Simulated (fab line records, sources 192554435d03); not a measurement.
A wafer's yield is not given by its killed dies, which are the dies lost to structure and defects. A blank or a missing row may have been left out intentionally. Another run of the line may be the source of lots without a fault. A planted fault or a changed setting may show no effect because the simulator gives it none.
fab line records | flow n5-finfet
record lots=7 wafers=21
route steps=1938 shown BEOL_M5@1117 BEOL_M6@1221 BEOL_M7@1263 BEOL_M8@1349 BEOL_M9@1408
start-h: start of the lot's first displayed wafer, in hours after the record's first day | wait-h: hours elapsed since this lot's preceding step | " repeats the value in the row above | L1.1+2: one row covering several wafers at once | - value missing, or start not given | * or withheld: withheld | < > ~ a bound
route shown NAME@n: names a module that has steps shown in the file, with the first one's number in the route | usual: the fault-free wafers' mean and standard deviation | same: alike in all rows | chamber/n: place in a boat | sites: readings site by site | _std_site: the values' standard deviation | _edge_site: mean of outer sites minus mean of inner sites | radius-mm: for every site, how far away it sits from the centre of the wafer | mask NAME#n: copy n | behind: the last tool/chamber to shape the wafer | hold: the reason the lot was held/the length of the hold in hours/how it ended | device: which transistor (n, p or np) failed to switch | end of line: the route-end tests of the same wafers | a step without rows: its recipe alone | killed: dies lost to structure and defects at the first sort, not the wafer's yield | map: a wafer's dies, marking killed ones x, the rest . and places with no die _
set.NAME: the setting the step ran with; set.NAME@STEP: the setting that earlier step ran with | model.NAME: the simulator's own value behind a step, which no gauge read
one table per step and one row per wafer, for lots whose settings were changed on purpose
## steps
# step N5_BEOL_M5_COAT_59
# recipe resist=SOC temp-c=250 time-s=60 spin-rpm=1500 resist-thk-nm=60
# columns lot.wafer tool chamber start-h wait-h set.temp-c
L075.1+2+3 litho-track-01 0 172.72 0.1 250
L076.4+5+6 litho-track-04 0 188.99 0.1 250
L077.1+3+6 litho-track-05 0 206.39 0.1 250
L080.1+5 litho-track-05 0 206.65 0.1 239.3
L080.2 " 0 " " 250
L082.3+4+6 litho-track-05 0 213.13 0.1 250
L087.1+5 litho-track-01 0 261.19 0.1 245.3
L087.4 " 0 " " 250
L095.1+6 litho-track-04 0 309.24 0.1 250
L095.3 " 0 " " 256.9
# step N5_BEOL_M5_COAT_60
# recipe resist=SiARC temp-c=220 time-s=60 spin-rpm=1500 resist-thk-nm=12
# step N5_BEOL_M5_COAT_71
# recipe resist=underlayer temp-c=205 time-s=60 spin-rpm=1500 resist-thk-nm=5
# step N5_BEOL_M5_STRIP_73
# recipe chemistry=N2/H2 temp-c=40 n2-flow-sccm=200 h2-flow-sccm=200 rf-frequency-hz=6e+07
# step N5_BEOL_M5_STRIP_64
# recipe chemistry=CF4 resist=SiARC power-w=300 bias-power-w=75 pressure-mtorr=50 cf4-flow-sccm=150 rf-frequency-hz=6e+07
# step N5_BEOL_M5_HM_OPEN_17
# recipe chemistry=Cl2/BCl3 target-depth-a=200 overetch-a=60 target=TiN mask-material=SOC ion-energy-ev=150 pressure-mtorr=10 icp-w=1000 bias-w=126 Cl2_flow_sccm=53.25 bcl3-flow-sccm=21.75 Ar_flow_sccm=25
# columns lot.wafer tool chamber start-h wait-h set.target-thk-a@BEOL_M5_HM_DEP_02 model.etch.depth-nm
L075.1 rie-metal-03 0 173.48 0.0 200 20.42
L075.2 " 1 " " 200 20.06
L075.3 " 0 " " 200 19.96
L076.4 rie-metal-02 1 191.02 0.1 213.5 21.54
L076.5 " 0 " " 213.5 21.17
L076.6 " 1 " " 200 20.45
L077.1 rie-metal-02 1 207.02 0.0 200 20.26
L077.3 " 1 " " 191.5 19.18
L077.6 " 0 " " 191.5 18.83
L080.1 rie-metal-01 0 207.28 0.0 221.7 22.33
L080.2 " 1 " " 200 20.31
L080.5 " 0 " " 200 20.2
L082.3 rie-metal-01 0 214.32 0.1 200 20.56
L082.4 " 1 " " 200 20.71
L082.6 " 1 " " 200 20.64
L087.1 rie-metal-02 1 262.07 0.0 200 20.46
L087.4 " 1 " " 189 19.08
L087.5 " 1 " " 200 20.3
L095.1 rie-metal-02 1 309.88 0.0 200 20.3
L095.3 " 0 " " 200 20.31
L095.6 " 1 " " 200 20.67
# step N5_BEOL_M5_COAT_66
# recipe resist=SiARC temp-c=220 time-s=60 spin-rpm=1500 resist-thk-nm=12
# columns lot.wafer tool chamber start-h wait-h set.spin-rpm model.SiARC_of_BEOL_M5_COAT_66.thk-nm
L075.1+2+3 litho-track-05 0 - - 1500 12
L076.4+5+6 litho-track-04 0 - - 1500 12
L077.1+3+6 litho-track-05 0 - - 1500 12
L080.1+5 litho-track-01 0 - - 1500 12
L080.2 " 0 " " 1399 12.4
L082.3 litho-track-01 0 - - 1454 12.2
L082.4+6 " 0 " " 1500 12
L087.1 litho-track-05 0 - - 1394 12.4
L087.4+5 " 0 " " 1500 12
L095.1+3+6 litho-track-05 0 - - 1500 12
# step N5_BEOL_M5_COAT_74
# recipe resist=underlayer temp-c=205 time-s=60 spin-rpm=1500 resist-thk-nm=5
# columns lot.wafer tool chamber start-h wait-h set.spin-rpm
L075.1+2+3 litho-track-05 0 - - 1500
L076.4+6 litho-track-04 0 - - 1500
L076.5 " 0 " " 1411
L077.1 litho-track-05 0 - - 1634
L077.3+6 " 0 " " 1500
L080.1 litho-track-01 0 - - 1500
L080.2+5 " 0 " " 1363
L082.3+6 litho-track-01 0 - - 1416
L082.4 " 0 " " 1500
L087.1+5 litho-track-05 0 - - 1500
L087.4 " 0 " " 1602
L095.1+3+6 litho-track-05 0 - - 1500
# step N5_BEOL_M5_COAT_22
# recipe resist=CAR-EUV spin-rpm=1500 resist-thk-nm=30
# step N5_BEOL_M5_EBR_24
# recipe solvent=PGMEA ebr-width-mm=1.5
# step N5_BEOL_M5_DESCUM_33
# recipe chemistry=O2 time-s=7 source-power-w=50 bias-power-w=20 pressure-mtorr=20 rf-frequency-hz=2.712e+07 temp-c=40 resist=CAR-EUV o2-flow-sccm=225
# step N5_BEOL_M5_ETCH_75
# recipe chemistry=N2/H2 target=underlayer target-depth-a=65 mask-material=CAR-EUV time-s=5.2 ion-energy-ev=200 pressure-mtorr=30 source-w=840 bias-w=150 n2-flow-sccm=200 h2-flow-sccm=200 ends=cleared
# columns lot.wafer tool chamber start-h wait-h set.spin-rpm@BEOL_M5_COAT_74 model.etch.depth-nm
L075.1 rie-diel-05 3 174.28 0.0 1500 5.005
L075.2 " 1 " " 1500 4.992
L075.3 " 0 " " 1500 5
L076.4 rie-diel-06 1 192.24 0.0 1500 4.991
L076.5 " 2 " " 1411 5.168
L076.6 " 3 " " 1500 4.995
L080.1 rie-diel-01 3 208.73 0.0 1500 4.992
L080.2 " 2 " " 1363 5.227
L080.5 " 0 " " 1363 5.248
L077.1 rie-diel-05 2 209.51 0.0 1634 4.785
L077.3 " 1 " " 1500 5.001
L077.6 " 1 " " 1500 4.991
L082.3 rie-diel-06 1 215.90 0.0 1416 5.144
L082.4 " 3 " " 1500 4.998
L082.6 " 1 " " 1416 5.142
L087.1 rie-diel-01 2 265.78 0.0 1500 5.026
L087.4 " 0 " " 1602 4.855
L087.5 " 1 " " 1500 5.019
L095.1+3 rie-diel-01 2,1 313.12 0.0 1500 5.009
L095.6 " 3 " " 1500 5.022
# step N5_BEOL_M5_ETCH_67
# recipe chemistry=CF4 target=SiARC target-depth-a=156 mask-material=CAR-EUV time-s=26 ion-energy-ev=80 pressure-mtorr=40 source-w=545 bias-w=36 Ar_flow_sccm=100 cf4-flow-sccm=100 ends=cleared
# columns lot.wafer tool chamber start-h wait-h set.spin-rpm@BEOL_M5_COAT_66 model.etch.depth-nm
L075.1+2 rie-diel-05 3,1 174.30 0.0 1500 11.98
L075.3 " 0 " " 1500 12
L076.4 rie-diel-06 1 192.25 0.0 1500 12.01
L076.5 " 2 " " 1500 11.95
L076.6 " 3 " " 1500 11.93
L080.1 rie-diel-01 3 208.75 0.0 1500 12.02
L080.2 " 2 " " 1399 12.46
L080.5 " 0 " " 1500 12.03
L077.1+3 rie-diel-05 2,1 209.53 0.0 1500 11.99
L077.6 " 1 " " 1500 11.98
L082.3 rie-diel-06 1 215.93 0.0 1454 12.17
L082.4 " 3 " " 1500 11.97
L082.6 " 1 " " 1500 11.98
L087.1 rie-diel-01 2 265.80 0.0 1394 12.48
L087.4 " 0 " " 1500 12.06
L087.5 " 1 " " 1500 12.07
L095.1+6 rie-diel-01 2,3 313.13 0.0 1500 12
L095.3 " 1 " " 1500 12.03
# step N5_BEOL_M5_ETCH_68
# recipe chemistry=N2/H2 target=SOC target-depth-a=800 overetch-a=160 mask-material=SiARC temp-c=40 time-s=120 ion-energy-ev=200 pressure-mtorr=30 source-w=840 bias-w=150 n2-flow-sccm=200 h2-flow-sccm=200
# step N5_BEOL_M5_STRIP_69
# recipe chemistry=N2/H2 temp-c=40 n2-flow-sccm=200 h2-flow-sccm=200 rf-frequency-hz=6e+07
# step N5_BEOL_M5_STRIP_85
# recipe chemistry=C4F6/O2 resist=SiARC rf-frequency-hz=6e+07
# step N5_BEOL_M5_STRIP_36
# recipe chemistry=N2/H2 power-w=450 temp-c=40 pressure-mtorr=20 rf-frequency-hz=6e+07 overash-fraction=0.3 bias-power-w=7 h2-frac=0.5 n2-flow-sccm=200 h2-flow-sccm=200
# step N5_BEOL_M5_TRENCH_ETCH_37
# recipe chemistry=C4F6/O2 target-depth-a=716.52 target=SiCOH_lowk time-s=24.7 ion-energy-ev=250 pressure-mtorr=30 source-w=345 bias-w=185 Ar_flow_sccm=300 C4F6_flow_sccm=10 O2_flow_sccm=10
# columns lot.wafer tool chamber start-h wait-h set.target-thk-a@BEOL_M5_HM_DEP_02 model.TiN_of_BEOL_M5_HM_DEP_02.thk-nm
L075.1 rie-diel-05 3 - - 200 18.4
L075.2 " 1 " " 200 18
L075.3 " 0 " " 200 17.8
L076.4 rie-diel-06 1 - - 213.5 19.4
L076.5 " 2 " " 213.5 19.2
L076.6 " 3 " " 200 18.4
L080.1 rie-diel-01 3 - - 221.7 20.2
L080.2 " 2 " " 200 18.2
L080.5 " 0 " " 200 18
L077.1 rie-diel-05 2 - - 200 18.2
L077.3 " 1 " " 191.5 17.2
L077.6 " 1 " " 191.5 16.8
L082.3 rie-diel-06 1 - - 200 18.4
L082.4+6 " 3,1 " " 200 18.6
L087.1 rie-diel-01 2 - - 200 18.4
L087.4 " 0 " " 189 17
L087.5 " 1 " " 200 18.2
L095.1+3 rie-diel-01 2,1 - - 200 18.2
L095.6 " 3 " " 200 18.6
# step N5_BEOL_M6_COAT_22
# recipe resist=CAR-EUV spin-rpm=1500 resist-thk-nm=30
# columns lot.wafer tool chamber start-h wait-h set.spin-rpm model.CAR-EUV_of_BEOL_M6_COAT_22.thk-nm
L075.1+2+3 litho-track-04 0 - - 1500 30
L076.4+6 litho-track-03 0 - - 1500 30
L076.5 " 0 " " 1629 28.8
L080.1 litho-track-04 0 - - 1500 30
L080.2 " 0 " " 1500 29.8
L080.5 " 0 " " 1391 31
L077.1+6 litho-track-03 0 - - 1377 31.4
L077.3 " 0 " " 1500 30
L082.3 litho-track-04 0 - - 1500 30
L082.4+6 " 0 " " 1617 29
L087.1+4+5 litho-track-02 0 - - 1500 29.8
L095.1 litho-track-02 0 - - 1500 29.8
L095.3 " 0 " " 1500 30
L095.6 " 0 " " 1556 29.4
# step N5_BEOL_M6_EBR_24
# recipe solvent=PGMEA ebr-width-mm=1.5
# step N5_BEOL_M6_SOFTBAKE_23
# recipe temp-c=110 time-s=60 resist=CAR-EUV
# step N5_BEOL_M6_DESCUM_33
# recipe chemistry=O2 time-s=7 source-power-w=50 bias-power-w=20 pressure-mtorr=20 rf-frequency-hz=2.712e+07 temp-c=40 resist=CAR-EUV o2-flow-sccm=225
# columns lot.wafer tool chamber start-h wait-h set.spin-rpm@BEOL_M6_COAT_22 model.CAR-EUV_of_BEOL_M6_COAT_22.thk-nm
L075.1+2+3 rie-diel-03 0,3,2 188.21 0.0 1500 26
L076.4 rie-diel-02 2 203.87 0.0 1500 26.2
L076.5 " 0 " " 1629 25
L076.6 " 3 " " 1500 26
L080.1+2 rie-diel-03 1,2 225.24 0.1 1500 26
L080.5 " 1 " " 1391 27.2
L077.1 rie-diel-02 0 225.63 0.3 1377 27.6
L077.3 " 2 " " 1500 26.2
L077.6 " 1 " " 1377 27.4
L082.3 rie-diel-02 0 228.88 0.0 1500 26
L082.4+6 " 2,1 " " 1617 25
L087.1+5 rie-diel-04 1,0 279.68 0.3 1500 25.8
L087.4 " 0 " " 1500 26
L095.1+3 rie-diel-04 2,3 323.69 0.1 1500 26
L095.6 " 0 " " 1556 25.6
# step N5_BEOL_M7_ILD_DEP_00
# recipe material=SiCOH_lowk target-thk-a=1797.5 temp-c=300 precursor=DEMS/porogen pressure-torr=5 rf-w=500 time-s=33.4
# columns lot.wafer tool chamber start-h wait-h set.time-s model.SiCOH_lowk_of_BEOL_M7_ILD_DEP_00.thk-nm
L075.1 pecvd-01 2 191.82 0.0 33.4 179
L075.2 " 0 " " 33.4 176.6
L075.3 " 1 " " 33.4 176.2
L076.4 pecvd-02 1 206.77 0.1 31.67 170
L076.5 " 2 " " 31.67 171.2
L076.6 " 0 " " 33.4 179.8
L080.1 pecvd-01 2 229.34 0.0 33.4 177.4
L080.2 " 1 " " 37.11 197
L080.5 " 0 " " 37.11 198
L077.1 pecvd-01 2 230.11 0.0 34.91 187
L077.3 " 1 " " 34.91 184
L077.6 " 0 " " 33.4 178.8
L082.3 pecvd-02 2 232.07 0.0 30.02 162.6
L082.4 " 2 " " 30.02 162.8
L082.6 " 1 " " 33.4 181.6
L087.1 pecvd-02 2 282.73 0.0 28.55 152
L087.4 " 0 " " 33.4 182
L087.5 " 2 " " 28.55 154
L095.1 pecvd-02 0 329.05 0.0 33.4 180.2
L095.3 " 2 " " 33.4 178.4
L095.6 " 1 " " 30.13 161.8
# step N5_BEOL_M7_CURE_74
# recipe temp-c=385 time-s=240 ambient=He/Ar material=SiCOH_lowk
# columns lot.wafer tool chamber start-h wait-h set.time-s@BEOL_M7_ILD_DEP_00 model.SiCOH_lowk_of_BEOL_M7_ILD_DEP_00.thk-nm
L075.1 uv-cure-02 1 191.89 0.0 33.4 154.2
L075.2 " 1 " " 33.4 152.2
L075.3 " 1 " " 33.4 151.8
L076.4 uv-cure-01 0 207.05 0.3 31.67 146.6
L076.5 " 0 " " 31.67 147.6
L076.6 " 0 " " 33.4 155
L080.1 uv-cure-03 2 229.63 0.3 33.4 153
L080.2 " 2 " " 37.11 170
L080.5 " 2 " " 37.11 171
L077.1 uv-cure-02 0 230.19 0.1 34.91 161.2
L077.3 " 0 " " 34.91 158.6
L077.6 " 0 " " 33.4 154.2
L082.3+4 uv-cure-02 1 232.29 0.2 30.02 140.2
L082.6 " 1 " " 33.4 156.6
L087.1 uv-cure-01 1 282.82 0.1 28.55 131
L087.4 " 1 " " 33.4 157
L087.5 " 1 " " 28.55 132.6
L095.1 uv-cure-01 0 329.12 0.0 33.4 155.4
L095.3 " 0 " " 33.4 154
L095.6 " 0 " " 30.13 139.4
# step N5_BEOL_M7_THK_MEAS_01
# recipe reads=SiCOH_lowk_of_BEOL_M7_ILD_DEP_00
# usual M7_ILD_THK=154.8/1.9
# columns lot.wafer tool chamber start-h wait-h set.time-s@BEOL_M7_ILD_DEP_00 M7_ILD_THK[nm]
L075.1 film-metro-01 - 192.40 0.4 33.4 154.4
L075.2 " - " " 33.4 152.3
L075.3 " - " " 33.4 151.8
L076.4 film-metro-01 - 207.33 0.2 31.67 146.6
L076.5 " - " " 31.67 147.6
L076.6 " - " " 33.4 155.0
L080.1 film-metro-01 - 230.14 0.4 33.4 153.1
L080.2 " - " " 37.11 169.9
L080.5 " - " " 37.11 170.9
L077.1 film-metro-02 - 230.70 0.4 34.91 161.2
L077.3 " - " " 34.91 158.7
L077.6 " - " " 33.4 154.3
L082.3 film-metro-01 - 232.65 0.3 30.02 140.2
L082.4 " - " " 30.02 140.3
L082.6 " - " " 33.4 156.5
L087.1 film-metro-01 - 283.82 0.8 28.55 131.0
L087.4 " - " " 33.4 157.0
L087.5 " - " " 28.55 132.7
L095.1 film-metro-02 - 329.63 0.4 33.4 155.5
L095.3 " - " " 33.4 153.9
L095.6 " - " " 30.13 139.5
# step N5_BEOL_M8_ETCH_61
# recipe chemistry=CF4 target=SiARC target-depth-a=455 mask-material=CAR-ArF time-s=75.8 ion-energy-ev=80 pressure-mtorr=40 source-w=545 bias-w=36 Ar_flow_sccm=100 cf4-flow-sccm=100 ends=cleared
# usual rf-vpp-V=184.5/1.1
# columns lot.wafer tool chamber start-h wait-h set.bias-w rf-vpp-V
L075.1 rie-diel-02 1 204.76 0.0 36 184.0
L075.2 " 0 " " 36 183.6
L075.3 " 3 " " 36 183.7
L076.4 rie-diel-03 0 221.87 0.0 36 184.1
L076.5 " 1 " " 36 184.7
L076.6 " 2 " " 36 183.6
L080.1 rie-diel-02 3 240.58 0.0 36 184.4
L080.2 " 1 " " 36 183.5
L080.5 " 1 " " 36 185.1
L077.1 rie-diel-02 0 242.36 0.0 36 181.8
L077.3 " 3 " " 42.29 205.2
L077.6 " 1 " " 36 186.8
L082.3 rie-diel-03 3 243.10 0.0 40.68 200.0
L082.4 " 1 " " 40.68 197.6
L082.6 " 0 " " 36 183.5
L087.1 rie-diel-02 1 294.43 0.0 41.79 202.5
L087.4 " 2 " " 36 184.9
L087.5 " 1 " " 36 186.1
L095.1 rie-diel-02 0 336.86 0.0 31.84 172.1
L095.3 " 1 " " 36 185.2
L095.6 " 2 " " 31.84 171.6
# step N5_BEOL_M8_COAT_22
# recipe resist=CAR-EUV spin-rpm=1500 resist-thk-nm=30
# columns lot.wafer tool chamber start-h wait-h set.spin-rpm model.CAR-EUV_of_BEOL_M8_COAT_22.thk-nm
L075.1 litho-track-01 0 - - 1500 30
L075.2+3 " 0 " " 1500 29.8
L076.4+5 litho-track-03 0 - - 1500 30
L076.6 " 0 " " 1500 30.2
L080.1+5 litho-track-03 0 - - 1500 30
L080.2 " 0 " " 1607 29
L077.1+3+6 litho-track-01 0 - - 1500 30
L082.3 litho-track-04 0 - - 1420 30.6
L082.4 " 0 " " 1420 30.8
L082.6 " 0 " " 1500 30
L087.1+4 litho-track-03 0 - - 1500 30.2
L087.5 " 0 " " 1382 31.4
L095.1+3+6 litho-track-01 0 - - 1500 30
# step N5_BEOL_M8_EBR_24
# recipe solvent=PGMEA ebr-width-mm=1.5
# step N5_BEOL_M8_SOFTBAKE_23
# recipe temp-c=110 time-s=60 resist=CAR-EUV
# step N5_BEOL_M8_EXPOSE_25
# recipe mask-id=V7 na=0.33 source-shape=annular sigma-inner=0.4 sigma-outer=0.8 polarization=unpolarized target-cd-nm=40 dose-mj=42.5
# step N5_BEOL_M8_PEB_26
# recipe peb-temp-c=100 peb-time-s=60 resist=CAR-EUV
# step N5_BEOL_M8_DEVELOP_27
# recipe develop-time-s=30 developer=TMAH resist=CAR-EUV rinse-liquid=surfactant-rinse dry=air-spin dev-temp-c=23
# columns lot.wafer tool chamber start-h wait-h set.spin-rpm@BEOL_M8_COAT_22 model.CAR-EUV_of_BEOL_M8_COAT_22.thk-nm
L075.1+2+3 litho-track-04 0 - - 1500 29.4
L076.4+5+6 litho-track-01 0 - - 1500 29.6
L080.1 litho-track-01 0 - - 1500 29.6
L080.2 " 0 " " 1607 28.4
L080.5 " 0 " " 1500 29.4
L077.1+3 litho-track-01 0 - - 1500 29.4
L077.6 " 0 " " 1500 29.6
L082.3+4 litho-track-01 0 - - 1420 30.2
L082.6 " 0 " " 1500 29.6
L087.1 litho-track-01 0 - - 1500 29.6
L087.4 " 0 " " 1500 29.8
L087.5 " 0 " " 1382 31
L095.1+3+6 litho-track-04 0 - - 1500 29.6
# step N5_BEOL_M9_COAT_05
# recipe resist=CAR-ArF spin-rpm=1500 resist-thk-nm=90
# columns lot.wafer tool chamber start-h wait-h set.spin-rpm model.CAR-ArF_of_BEOL_M9_COAT_05.thk-nm
L075.1 litho-track-03 0 - - 1500 90
L075.2 " 0 " " 1500 89.8
L075.3 " 0 " " 1500 89.6
L076.4 litho-track-05 0 - - 1500 90
L076.5 " 0 " " 1377 93.8
L076.6 " 0 " " 1377 94.2
L080.1+2 litho-track-05 0 - - 1500 90
L080.5 " 0 " " 1409 93
L077.1 litho-track-05 0 - - 1500 90.4
L077.3 " 0 " " 1368 94.4
L077.6 " 0 " " 1368 94.6
L082.3+6 litho-track-02 0 - - 1418 92.8
L082.4 " 0 " " 1500 89.8
L087.1+4 litho-track-02 0 - - 1500 90.2
L087.5 " 0 " " 1500 90
L095.1 litho-track-03 0 - - 1500 90.4
L095.3 " 0 " " 1500 90.2
L095.6 " 0 " " 1652 85.8
## key
split step=N5_BEOL_M5_COAT_59 setting=temp-c stated=250 by=wafer
response none clear
split step=N5_BEOL_M5_COAT_66 setting=spin-rpm stated=1500 by=wafer
response step=N5_BEOL_M5_COAT_66 reading=model.SiARC_of_BEOL_M5_COAT_66.thk-nm change=-0.0586 per=1% r=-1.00
response step=N5_BEOL_M5_ETCH_67 reading=model.etch.depth-nm change=-0.0614 per=1% r=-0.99
split step=N5_BEOL_M5_COAT_74 setting=spin-rpm stated=1500 by=wafer
response step=N5_BEOL_M5_ETCH_75 reading=model.etch.depth-nm change=-0.0258 per=1% r=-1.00
split step=N5_BEOL_M6_COAT_22 setting=spin-rpm stated=1500 by=wafer
response step=N5_BEOL_M6_COAT_22 reading=model.CAR-EUV_of_BEOL_M6_COAT_22.thk-nm change=-0.147 per=1% r=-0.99
response step=N5_BEOL_M6_DESCUM_33 reading=model.CAR-EUV_of_BEOL_M6_COAT_22.thk-nm change=-0.142 per=1% r=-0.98
split step=N5_BEOL_M7_ILD_DEP_00 setting=time-s stated=33.4 by=wafer
response step=N5_BEOL_M7_ILD_DEP_00 reading=model.SiCOH_lowk_of_BEOL_M7_ILD_DEP_00.thk-nm change=+1.87 per=1% r=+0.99
response step=N5_BEOL_M7_CURE_74 reading=model.SiCOH_lowk_of_BEOL_M7_ILD_DEP_00.thk-nm change=+1.63 per=1% r=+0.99
response step=N5_BEOL_M7_THK_MEAS_01 reading=M7_ILD_THK change=+1.62 per=1% r=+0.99
split step=N5_BEOL_M8_ETCH_61 setting=bias-w stated=36 by=wafer
response step=N5_BEOL_M8_ETCH_61 reading=rf-vpp-V change=+1.15 per=1% r=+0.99
split step=N5_BEOL_M8_COAT_22 setting=spin-rpm stated=1500 by=wafer
response step=N5_BEOL_M8_COAT_22 reading=model.CAR-EUV_of_BEOL_M8_COAT_22.thk-nm change=-0.144 per=1% r=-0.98
response step=N5_BEOL_M8_DEVELOP_27 reading=model.CAR-EUV_of_BEOL_M8_COAT_22.thk-nm change=-0.151 per=1% r=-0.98
split step=N5_BEOL_M9_COAT_05 setting=spin-rpm stated=1500 by=wafer
response step=N5_BEOL_M9_COAT_05 reading=model.CAR-ArF_of_BEOL_M9_COAT_05.thk-nm change=-0.475 per=1% r=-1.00
split outside-this-file step=N5_BEOL_M5_HM_DEP_02 setting=target-thk-a
# split outside-this-file: this setting was split too, and the file shows its column; the key of that split is in another file
